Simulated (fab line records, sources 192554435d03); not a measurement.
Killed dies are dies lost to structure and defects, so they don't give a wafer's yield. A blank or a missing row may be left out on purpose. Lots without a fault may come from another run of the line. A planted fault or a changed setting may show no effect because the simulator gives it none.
A struck lot beside a sound one | flow n5_finfet | 37 steps out of a route of 1938
Sound: wafers L447.1, L447.2, L447.3. Struck: wafer L440.6. (L440.1, L440.5 of the same lot were not struck and are left out.) The cause comes at the end.
At each step with rows: each side's tool, then ch and its chambers, then its first start. Under that, the readings that differ: sound wafers | struck wafers | difference of the means | sigmas: that difference in standard deviations of wafers without a fault.
alike: readings whose means differ by less than 2 such deviations, and words and numbers that are the same on both sides. not compared: withheld readings, readings that some wafer has no value for, bounds like >300 that may hide the same value, and numbers for which the record gives no deviation and whose values overlap.
The two part at a step that has a row with sigmas, a row that says differs or no value, or rows on one side only. Numbers that don't overlap but have no deviation are shown without sigmas and don't part them. A reading that every wafer of one side lacks parts them only if that side has two wafers or more.

first, 9 steps without rows for these wafers: N5_BEOL_M10_PEB_26 (peb time 60 s); N5_BEOL_M10_DEVELOP_27 (develop time 30 s); N5_BEOL_M10_DESCUM_33 (chemistry O2, time 7.9 s); N5_BEOL_M10_ETCH_65 (etches SiARC in CF4, target depth 39 nm, time 65 s); N5_BEOL_M10_ETCH_66 (etches SOC in N2/H2, target depth 120 nm, overetch 24 nm, time 180 s); N5_BEOL_M10_STRIP_69 (strips in N2/H2); N5_BEOL_M10_VIA_ETCH_34 (etches SiCOH lowk in C4F6/O2, target depth 184.5 nm, time 69.2 s); N5_BEOL_M10_STRIP_73 (strips in C4F6/O2); N5_BEOL_M10_STRIP_36 (strips in N2/H2).
N5_BEOL_M10_TRENCH_ETCH_37: etches SiCOH lowk in C4F6/O2, target depth 148.83 nm, time 48 s.
  sound on rie_diel-06 ch 0,1,2, day 15 00:55; struck on rie_diel-05 ch 0, day 13 11:37
  reading                              | sound             | struck | difference | sigmas
  oes_f_703_au (a.u.)                  | 0.87 0.71 0.84    | 0.50   | -0.31      | -4
  oes_o_777_au (a.u.)                  | 0.87 0.71 0.85    | 0.54   | -0.27      | -3
  rf_fwd_power_W (W)                   | 343.4 343.6 340.7 | 257.4  | -85.2      | -50
  rf_vpp_V (V)                         | 662 651 667       | 775    | +115       | +8
  model.BEOL_M10.feature_depth_nm (nm) | 148.4 149 152.6   | 132.8  | -17.2      |
  model.etch.depth_nm (nm)             | 148.5 148.9 152.6 | 132.9  | -17.1      |
  alike: drypump_motor_current_A, oes_product_au, showerhead_plenum_p_Torr, throttle_valve_pct
  not compared: rf_hours_counter_h
then, 2 steps without rows for these wafers: N5_BEOL_M10_ETCH_41 (etches SiCN in CH3F/O2, target depth 42.6 nm, time 86 s); N5_BEOL_M10_STRIP_77 (strips in N2/H2, time 10 s).
N5_BEOL_M10_OCD_MEAS_38:
  sound on ocd-01, day 15 01:06; struck on ocd-01, day 13 11:48
  reading              | sound             | struck | difference | sigmas
  trench_depth_nm (nm) | 148.2 148.6 153.3 | 132.9  | -17.1      | -6
then, 13 steps without rows for these wafers: N5_BEOL_M10_HM_STRIP_39 (strips TiN in peroxide tin strip, target depth 25 nm, time 158 s); N5_BEOL_M10_SRD_40 (time 30 s); N5_BEOL_M10_PRECLEAN_42 (cleans in residue remover, time 60 s); N5_BEOL_M10_SRD_43 (time 30 s); N5_BEOL_M10_CURE_72 (cures SiCOH lowk, time 120 s); N5_BEOL_M10_DEGAS_44 (time 60 s); N5_BEOL_M10_PRE_CLEAN_45 (time 30 s); N5_BEOL_M10_ALD_74 (deposits TaN, target thk 2 nm, pulse time 2 s, purge time 3 s); N5_BEOL_M10_SURFACE_TREAT_76; N5_BEOL_M10_CVD_75 (deposits Co from CCTBA/H2, target thk 2 nm, time 138.9 s); N5_BEOL_M10_SPUTTER_48 (material Cu, target thk 12 nm, time 2 s); N5_BEOL_M10_ECD_50 (material Cu, target thk 318 nm); N5_BEOL_M10_ANNEAL_51 (time 90 s).
N5_BEOL_M10_CMP_52: polishes, stops on SiCOH lowk, t overpolish 7 s, target thk 140 nm.
  sound on cmp-04 ch 1,2,3, day 15 02:56; struck on cmp-01 ch 2, day 13 13:41
  reading                                 | sound           | struck | difference | sigmas
  model.Cu_of_BEOL_M10_ECD_50.thk_nm (nm) | 137.4 139 142.6 | 124.8  | -14.9      |
  alike: barrier_field_endpoint_s, motor_current_A, overpolish_run_s, time_to_endpoint_s
N5_BEOL_M10_THK_MEAS_53: measures by xrf.
  sound on film_metro-01, day 15 03:14; struck on film_metro-02, day 13 13:59
  reading      | sound             | struck | difference | sigmas
  M10_THK (nm) | 139.4 141.0 144.7 | 125.2  | -16.5      | -6
then, 2 steps without rows for these wafers: N5_BEOL_M10_PRE_CLEAN_55 (time 15 s); N5_BEOL_M10_DEP_56 (deposits SiCN from 3MS/NH3, target thk 15 nm, time 26.5 s).
N5_BEOL_M10_RS_MEAS_57: measures by four-point-probe.
  sound on film_metro-02, day 15 03:22; struck on film_metro-01, day 13 14:07
  reading         | sound             | struck | difference | sigmas
  M10_RS (ohm/sq) | 0.154 0.152 0.148 | 0.172  | +0.021     | +6
then, 5 steps without rows for these wafers: N5_BEOL_M11_ILD_DEP_00 (deposits SiCOH lowk from DEMS/porogen, target thk 308.51 nm, time 58 s); N5_BEOL_M11_CURE_71 (cures SiCOH lowk, time 240 s); N5_BEOL_M11_PECVD_70 (deposits SiO2 from TEOS/O2, target thk 20 nm, time 22.7 s); N5_BEOL_M11_HM_DEP_02 (deposits TiN, target thk 20 nm); N5_BEOL_M11_COAT_59 (time 60 s, resist thk 100 nm).
N5_BEOL_M15_RC_MEAS_101:
  sound on prober-01 ch 0, day 16 16:38; struck on prober-01 ch 0, day 14 21:55
  reading                    | sound                 | struck  | difference | sigmas
  COMB_M10 (S/m)             | 9e-12 8e-12 1.1e-11   | 2.5e-11 | +1.6e-11   | +5
  COMB_M5 (S/m)              | 1.8e-11 3e-11 2.6e-11 | 4.4e-11 | +1.9e-11   | +3
  COMB_M7 (S/m)              | 3e-11 3.6e-11 2.9e-11 | 1.9e-11 | -1.3e-11   | -2
  SERP_M10 (ohm/um)          | 3.15 3.10 3.05        | 3.52    | +0.42      | +5
  SERP_M10_max_site (ohm/um) | 3.23 3.23 3.11        | 3.61    | +0.42      | +5
  SERP_M14 (ohm/um)          | 0.161 0.162 0.163     | 0.155   | -0.007     | -2
  SERP_M6 (ohm/um)           | 13.9 14.0 14.6        | 12.7    | -1.5       | -3
  SERP_M7 (ohm/um)           | 15.3 14.8 14.0        | 13.0    | -1.7       | -3
  alike: COMB_M11, COMB_M12, COMB_M13, COMB_M14, COMB_M15, COMB_M5_max_site, COMB_M6, COMB_M8, COMB_M9, SERP_M11, SERP_M11_max_site, SERP_M12, SERP_M13, SERP_M5, SERP_M8, SERP_M9, SERP_M9_max_site

WHERE THEY PART
First at N5_BEOL_M10_TRENCH_ETCH_37; last, within this record, at N5_BEOL_M15_RC_MEAS_101.

WHY: what the simulator had put in
Process parameter drift: rie_diel-05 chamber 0, from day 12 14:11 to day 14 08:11, at N5_BEOL_M10_TRENCH_ETCH_37. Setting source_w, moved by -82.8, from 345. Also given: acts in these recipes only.
